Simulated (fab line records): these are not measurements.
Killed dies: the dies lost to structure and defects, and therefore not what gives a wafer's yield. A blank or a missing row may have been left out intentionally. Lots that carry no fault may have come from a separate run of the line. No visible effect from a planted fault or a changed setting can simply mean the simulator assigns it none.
2 desks looking at one fault    flow n5 finfet    only its own numbers are on each desk; what lay behind them is given at the end

== THE METROLOGY DESK ==
What the gauges read for every lot (on any tool): the sampled wafers with a number, averaged. Any lot whose mean is over 4 standard deviations away from the usual mean is out of limits and marked OUT; that distance is given in the brackets. It has 11 readings; the 7 that lie furthest out on some lot are the ones shown.
Columns: A = cd nm at N5_MOL_CONTACT_COAG_CD_MEAS_99, usual 17.1 nm; B = DIBL_N at N5_BEOL_M4_RC_MEAS_101, usual 36.1 mV/V; C = IOFF_N at N5_BEOL_M4_RC_MEAS_101, usual 0.159 nA/um; D = IOFF_P at N5_BEOL_M4_RC_MEAS_101, usual 0.21 nA/um; E = ION_P at N5_BEOL_M4_RC_MEAS_101, usual 464 uA/um; F = SS_N at N5_BEOL_M4_RC_MEAS_101, usual 71.5 mV/dec; G = VT_N at N5_BEOL_M4_RC_MEAS_101, usual 249 mV
lot   first seen here  A     B     C      D     E    F     G
L820  day 5 07:07      17.3  36.2  0.170  0.25  474  72.1  248
L822  day 5 21:02      17.6  33.9  0.128  0.17  459  71.0  252
L824  day 6 10:06      17.1  37.0  0.163  0.21  466  71.9  247
L830  day 7 23:14      17.8  34.2  0.116  0.15  452  70.5  254
L831  day 8 00:08      16.8  35.7  0.142  0.20  462  71.4  251
L834  day 8 18:52      17.2  34.5  0.131  0.19  460  70.6  253
Finding of this desk: none of the 6 lots has anything out of limits.

== AT THE TOOL OWNER'S DESK: pvd sputter-03 ==
The tool's own readings at N5_MOL_CONTACT_COAG_SPUTTER_130 (material Co, target thk 47.5 nm): means of the sampled wafers that have a number, for each lot that ran on this tool. Any lot whose mean is over 4 standard deviations away from the usual mean is out of limits and marked OUT; that distance is given in the brackets.
Columns: A = cathode dc power W at N5_MOL_CONTACT_COAG_SPUTTER_130, usual 2999.9 W; B = substrate temp c at N5_MOL_CONTACT_COAG_SPUTTER_130, usual 25.00 C; C = throttle valve pct at N5_MOL_CONTACT_COAG_SPUTTER_130, usual 29.5 %
lot   first seen here  A                         B      C
L820  day 5 13:51      3000.0                    24.95  29.9
L824  day 6 14:28      2918.7 (-99 or more) OUT  24.97  29.9
L830  day 8 03:38      2918.6 (-99 or more) OUT  24.97  30.6
This desk's verdict: out of limits on L824, L830, starting with L824 at day 6 14:28 (cathode dc power W at N5_MOL_CONTACT_COAG_SPUTTER_130). Within limits: L820.

== TAKEN TOGETHER ==
On L824, L830, at day 6 14:28, an alarm was possible from the tool owner's desk.
Nothing out of limits was seen by the metrology desk.
The metrology desk holds a record of L824, L830, inside its limits.
All the named lots went through N5_MOL_CONTACT_COAG_SPUTTER_130 on pvd sputter-03.

== WHAT THE SIMULATOR HAD INSERTED ==
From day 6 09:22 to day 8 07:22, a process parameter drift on pvd sputter-03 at N5_MOL_CONTACT_COAG_SPUTTER_130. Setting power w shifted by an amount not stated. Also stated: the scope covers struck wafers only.
Struck lots among those shown: L824, L830.
How many hours passed from the start of the fault until each desk's first out-of-limits reading: the tool owner's desk, 5.
